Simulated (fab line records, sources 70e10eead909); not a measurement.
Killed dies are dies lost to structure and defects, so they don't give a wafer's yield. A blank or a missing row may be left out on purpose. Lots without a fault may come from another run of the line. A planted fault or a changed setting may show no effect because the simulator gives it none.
Chamber matching | flow nand_harc | NHARC_P_ZERO_WELL_DESCUM_26 on rie_diel-03: 4 sister chambers
The step chemistry O2, time 3 s. 18 wafers are shown with their chamber, then 9 later ones without.

WAFERS WITH THEIR CHAMBER
wafer  | chamber | drypump_motor_current_A (A) | oes_product_au (a.u.) | throttle_valve_pct (%)
L074.2 | 2       | 5.5                         | 0.980                 | 11.328
L074.5 | 2       | 5.5                         | 0.990                 | 11.315
L074.6 | 3       | 5.6                         | 0.995                 | 11.316
L076.1 | 0       | 5.1                         | 1.000                 | 11.319
L076.2 | 2       | 5.5                         | 0.986                 | 11.310
L076.4 | 1       | 6.0                         | 0.994                 | 11.319
L077.1 | 2       | 5.5                         | 0.998                 | 11.316
L077.2 | 3       | 5.6                         | 1.007                 | 11.304
L077.3 | 0       | 5.1                         | 1.010                 | 11.306
L081.3 | 3       | 5.6                         | 0.996                 | 11.313
L081.4 | 2       | 5.4                         | 1.006                 | 11.316
L081.6 | 3       | 5.6                         | 0.992                 | 11.306
L082.1 | 2       | 5.4                         | 1.001                 | 11.293
L082.2 | 0       | 5.1                         | 1.024                 | 11.323
L082.3 | 1       | 6.0                         | 1.020                 | 11.311
L086.2 | 2       | 5.4                         | 0.993                 | 11.309
L086.3 | 1       | 6.0                         | 1.005                 | 11.311
L086.5 | 1       | 6.0                         | 1.005                 | 11.304

SIGNATURES (means of the wafers above)
reading                 | chamber 0 | chamber 1 | chamber 2 | chamber 3 | scatter within a chamber
drypump_motor_current_A | 5.100     | 6.000     | 5.457     | 5.600     | 0.035
oes_product_au          | 1.01133   | 1.00600   | 0.99343   | 0.99750   | 0.00943
throttle_valve_pct      | 11.31600  | 11.31125  | 11.31243  | 11.30975  | 0.00861
Rule: a wafer's distance from a chamber is the root of the sum, over the readings, of the square of ((its reading less the chamber's mean) divided by the reading's scatter). The wafer belongs to the nearest chamber; if the next one is less than 2 further off, it can't be placed. The scatter: the root of (the sum of the squares of (reading less its chamber's mean) over the shown wafers, divided by (wafers less chambers)).

WAFERS WITHOUT THEIR CHAMBER
wafer  | drypump_motor_current_A (A) | oes_product_au (a.u.) | throttle_valve_pct (%)
L087.3 | 5.6                         | 0.989                 | 11.303
L087.4 | 5.1                         | 1.017                 | 11.309
L087.5 | 6.0                         | 1.014                 | 11.313
L090.3 | 6.0                         | 1.011                 | 11.325
L090.4 | 5.6                         | 1.004                 | 11.301
L090.5 | 6.0                         | 1.011                 | 11.313
L094.3 | 5.6                         | 0.997                 | 11.313
L094.4 | 5.4                         | 0.997                 | 11.295
L094.5 | 5.5                         | 0.988                 | 11.302

WHICH CHAMBER EACH WENT THROUGH
wafer  | from the rows above     | in truth
L087.3 | 3                       | 3
L087.4 | 0                       | 0
L087.5 | 1                       | 1
L090.3 | 1                       | 1
L090.4 | 3                       | 3
L090.5 | 1                       | 1
L094.3 | 3                       | 3
L094.4 | 2                       | 2
L094.5 | can't be placed: 2 or 3 | 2
Placed correctly: 8 of 9. Can't be placed from these rows: 1 (the true chamber is among the candidates in 1). Placed wrongly: 0.
